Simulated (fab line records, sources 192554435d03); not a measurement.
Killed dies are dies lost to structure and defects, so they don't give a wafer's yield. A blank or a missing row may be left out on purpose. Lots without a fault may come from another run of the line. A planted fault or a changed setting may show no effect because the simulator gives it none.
One fault seen from 2 desks | flow n5_finfet | each desk has only its own numbers; what lay behind them comes last

THE TOOL OWNER'S DESK: rie_diel-01
The tool's own readings at N5_BEOL_M9_TRENCH_ETCH_37 (etches SiCOH lowk in C4F6/O2, target depth 151.43 nm, time 49 s): means of the sampled wafers that have a number, for each lot that ran on this tool. A lot is out of limits, marked OUT, if its mean lies more than 4 standard deviations from the usual mean; the brackets give that distance.
Columns: A = bias_w at N5_BEOL_M9_TRENCH_ETCH_37, usual 185.0 W; B = drypump_motor_current_A at N5_BEOL_M9_TRENCH_ETCH_37, usual 5.7 A; C = oes_product_au at N5_BEOL_M9_TRENCH_ETCH_37, usual 0.77 a.u.; D = rf_fwd_power_W at N5_BEOL_M9_TRENCH_ETCH_37, usual 341.6 W; E = rf_vpp_V at N5_BEOL_M9_TRENCH_ETCH_37, usual 663 V; F = showerhead_plenum_p_Torr at N5_BEOL_M9_TRENCH_ETCH_37, usual 2.80 Torr; G = throttle_valve_pct at N5_BEOL_M9_TRENCH_ETCH_37, usual 21.01 %
lot  | first seen here | A               | B   | C    | D     | E   | F    | G
L690 | day 10 07:56    | 184.4           | 6.4 | 0.73 | 343.2 | 685 | 2.81 | 20.65
L691 | day 10 16:53    | 185.5           | 5.7 | 0.73 | 342.1 | 669 | 2.70 | 21.23
L693 | day 11 08:30    | 185.8           | 6.1 | 0.70 | 340.5 | 646 | 2.70 | 21.46
L701 | day 12 17:02    | 162.4 (-39) OUT | 5.9 | 0.70 | 342.0 | 615 | 2.81 | 20.76
L700 | day 13 00:48    | 162.2 (-39) OUT | 5.9 | 0.70 | 342.2 | 613 | 2.80 | 20.77
L703 | day 14 02:02    | 162.8 (-38) OUT | 6.2 | 0.68 | 341.4 | 600 | 2.80 | 20.92
This desk's finding: out of limits on L700, L701, L703; first on L701, day 12 17:02 (bias_w at N5_BEOL_M9_TRENCH_ETCH_37). In limits: L690, L691, L693.

THE METROLOGY DESK
What the gauges read, lot by lot, whatever tool the lot ran on: means of the sampled wafers that have a number. A lot is out of limits, marked OUT, if its mean lies more than 4 standard deviations from the usual mean; the brackets give that distance.
Columns: A = trench_depth_nm at N5_BEOL_M9_OCD_MEAS_38, usual 150 nm
lot  | first seen here | A
L690 | day 10 08:06    | 150
L691 | day 10 17:03    | 154
L693 | day 11 08:40    | 154
L701 | day 12 17:13    | 143
L704 | day 13 00:55    | 153
L700 | day 13 00:58    | 144
L705 | day 14 02:11    | 150
L703 | day 14 02:13    | 143
L706 | day 14 06:08    | 149
L708 | day 14 23:24    | 151
L711 | day 15 23:28    | 154
This desk's finding: nothing out of limits on any of the 11 lots.

PUT TOGETHER
The tool owner's desk could have raised an alarm at day 12 17:02, on L700, L701, L703.
The metrology desk saw nothing out of limits.
The metrology desk has L700, L701, L703 on record, within its limits.
Of the lots named, all ran N5_BEOL_M9_TRENCH_ETCH_37 on rie_diel-01.

WHAT THE SIMULATOR HAD PUT IN
Process parameter drift: rie_diel-01, from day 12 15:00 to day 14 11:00, at N5_BEOL_M9_TRENCH_ETCH_37. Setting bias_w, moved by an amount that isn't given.
Lots struck among those shown: L700, L701, L703.
Hours from the fault's start to each desk's first reading out of limits: the tool owner's desk, 2.
